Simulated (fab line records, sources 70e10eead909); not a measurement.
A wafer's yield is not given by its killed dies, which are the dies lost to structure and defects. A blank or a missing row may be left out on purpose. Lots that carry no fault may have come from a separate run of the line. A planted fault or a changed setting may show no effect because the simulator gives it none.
Chamber matching + flow nand_harc + NHARC_A_STAIRCASE_ALD_415 on ald_hk-01: 4 sister chambers
The step deposits SiO2, target thk 30 nm, pulse time 6 s, ald cycles 300. 7 wafers are shown with their chamber, then 9 later ones without.

WAFERS PAIRED WITH THEIR CHAMBERS
| wafer  | chamber | heater_power_outer_w (W) | heater_power_w (W) |
|--------|---------|--------------------------|--------------------|
| L079.4 | 2       | 246                      | 445                |
| L080.4 | 1       | 317                      | 566                |
| L081.5 | 0       | 237                      | 449                |
| L081.6 | 1       | 324                      | 595                |
| L087.2 | 3       | 250                      | 441                |
| L087.4 | 0       | 232                      | 448                |
| L087.5 | 3       | 246                      | 446                |

WAFERS MISSING THEIR CHAMBER
| wafer  | heater_power_outer_w (W) | heater_power_w (W) |
|--------|--------------------------|--------------------|
| L089.1 | 259                      | 449                |
| L089.2 | 249                      | 446                |
| L089.3 | 321                      | 567                |
| L091.3 | 247                      | 442                |
| L091.4 | 235                      | 457                |
| L091.6 | 324                      | 568                |
| L095.1 | 229                      | 454                |
| L095.2 | 312                      | 568                |
| L095.5 | 315                      | 563                |

EACH ONE'S CHAMBER
| wafer  | from the rows above     | in truth |
|--------|-------------------------|----------|
| L089.1 | can't be placed: 3 or 2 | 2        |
| L089.2 | can't be placed: 3 or 2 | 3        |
| L089.3 | 1                       | 1        |
| L091.3 | can't be placed: 3 or 2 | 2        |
| L091.4 | 0                       | 0        |
| L091.6 | 1                       | 1        |
| L095.1 | 0                       | 0        |
| L095.2 | 1                       | 1        |
| L095.5 | 1                       | 1        |
6 of 9 placed correctly. These rows do not allow placing 3 (true chamber among the candidates in 3). Number placed wrongly: 0.
How it was worked out, from the rows above alone: a wafer's distance from a chamber is the root of the sum, over the readings, of the square of ((its reading less the chamber's mean) divided by the reading's scatter). If the next closest chamber is less than 2 further off than the closest, the wafer can't be placed; otherwise it belongs to the closest. The mean given for a chamber averages the wafers shown for that chamber. The scatter is the square root of a quotient: the sum, over the shown wafers, of each reading's squared deviation from its chamber's mean, divided by wafers minus chambers.
